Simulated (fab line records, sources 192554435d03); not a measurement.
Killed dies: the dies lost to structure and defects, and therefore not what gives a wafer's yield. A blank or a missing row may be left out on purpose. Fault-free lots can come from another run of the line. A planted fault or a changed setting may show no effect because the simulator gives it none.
Comparing a struck lot with a sound one || flow n5Finfet || 16 steps out of a route of 1938
Sound: the wafers L680.1, L680.3, L680.6. Struck: wafer L696.1. (L696.2 of the same lot was not struck and is left out.) The cause comes at the end.
At each step with rows: each side's tool, then ch and its chambers, then its first start. Under that, the readings that differ: sound wafers || struck wafers || difference of the means || sigmas: that difference in standard deviations of wafers without a fault.
alike: words and numbers the same on both sides, and readings whose means are apart by under 2 such deviations; not compared: readings that were withheld, readings missing a value for some wafer, numbers with overlapping values and no deviation given by the record, and bounds like >300 which may hide the same value.
A row with sigmas, a row that says differs or no value, or rows on one side alone: a step with any of these is where the two part. Non-overlapping numbers with no deviation appear without sigmas and do not part them. A reading that every wafer of one side lacks parts them only if that side has two wafers or more.

first, 8 steps without rows for these wafers: N5_BEOL_M12_COAT_58 (time 60 s, resist thk 89 nm); N5_BEOL_M12_COAT_04 (resist thk 400 nm); N5_BEOL_M12_EBR_06; N5_BEOL_M12_SOFTBAKE_05 (time 60 s); N5_BEOL_M12_EXPOSE_07 (exposes mask V11); N5_BEOL_M12_PEB_08 (peb time 90 s); N5_BEOL_M12_DEVELOP_09 (develop time 45 s); N5_BEOL_M12_HARDBAKE_14 (time 120 s).
N5_BEOL_M12_CD_MEAS_10 targets a cd of 140 nm.
  sound on cdSem-03 ch 0, day 12 23:04; struck on cdSem-03 ch 0, day 17 02:22
  alike: cdNm
N5_BEOL_M12_OVL_MEAS_11:
  sound on overlay-02 ch 0, day 12 23:07; struck on overlay-01 ch 0, day 17 02:24
  alike: V11_OVL
N5_BEOL_M12_INSPECT_12: inspects for defects (macro).
  sound: defectInspect-02 at day 12 23:08; struck: defectInspect-02 at day 17 02:25
{"reading": "rawDefectCount", "sound": "5 4 4", "struck": 0, "difference": -4, "sigmas": -3}
N5_BEOL_M12_DESCUM_15: chemistry O2, time 7.9 s.
  sound on rieDiel-05 ch 0,2,3, day 12 23:10; struck on rieDiel-01 ch 3, day 17 02:30
  alike: drypumpMotorCurrentA, oesProductAu, rfVppV, showerheadPlenumPTorr, throttleValvePct
  not compared: rfHoursCounterH
N5_BEOL_M12_ETCH_59: etches BARC in N2/H2, target depth 89 nm, overetch 26.7 nm, time 67.9 s.
  sound on rieDiel-05 ch 0,2,3, day 12 23:12; struck on rieDiel-01 ch 3, day 17 02:32
{"reading": "model.coat_of_BEOL_M12_COAT_04.thkNm (nm)", "sound": "317 317.8 315.4", "struck": 335.8, "difference": "+19.1", "sigmas": ""}
{"reading": "model.etch.depthNm (nm)", "sound": "88.65 88.75 88.9", "struck": 87.49, "difference": -1.28, "sigmas": ""}
  alike: biasW, drypumpMotorCurrentA, oesProductAu, rfVppV, showerheadPlenumPTorr, throttleValvePct
  not compared: rfHoursCounterH
N5_BEOL_M12_VIA_ETCH_16: etches SiOC in C4F8/O2/Ar, target depth 724.8 nm.
  sound on rieDiel-05 ch 0,2,3, day 12 23:15; struck on rieDiel-01 ch 3, day 17 02:35
{"reading": "model.coat_of_BEOL_M12_COAT_04.thkNm (nm)", "sound": "126.6 121.8 117.6", "struck": 141.4, "difference": "+19.4", "sigmas": ""}
  alike: C4F8_flow_sccm, biasW, drypumpMotorCurrentA, mfcArSccm, oesProductAu, rfVppV, showerheadPlenumPTorr, throttleValvePct
N5_BEOL_M12_STRIP_63: strips in N2/H2.
  sound on plasmaAsher-01 ch 0,1, day 12 23:27; struck on plasmaAsher-01 ch 0, day 17 02:47
{"reading": "stripTimeToEndpointS (s)", "sound": "43.4 42.2 41.1", "struck": 47.4, "difference": "+5.2", "sigmas": "+7"}
  alike: drypumpMotorCurrentA, heaterPowerW, oesProductAu
  not compared: rfHoursCounterH
N5_BEOL_M12_STRIP_64: strips in N2/H2.
  sound on plasmaAsher-01 ch 0,1, day 12 23:31; struck on plasmaAsher-01 ch 0, day 17 02:51
{"reading": "heaterPowerW (W)", "sound": "379 301 393", "struck": 298, "difference": -60, "sigmas": -2}
  alike: drypumpMotorCurrentA, oesProductAu, stripTimeToEndpointS
  not compared: rfHoursCounterH

## WHERE THEY PART
First at N5_BEOL_M12_INSPECT_12; last, within this record, at N5_BEOL_M12_STRIP_64.

WHY: the cause the simulator had injected
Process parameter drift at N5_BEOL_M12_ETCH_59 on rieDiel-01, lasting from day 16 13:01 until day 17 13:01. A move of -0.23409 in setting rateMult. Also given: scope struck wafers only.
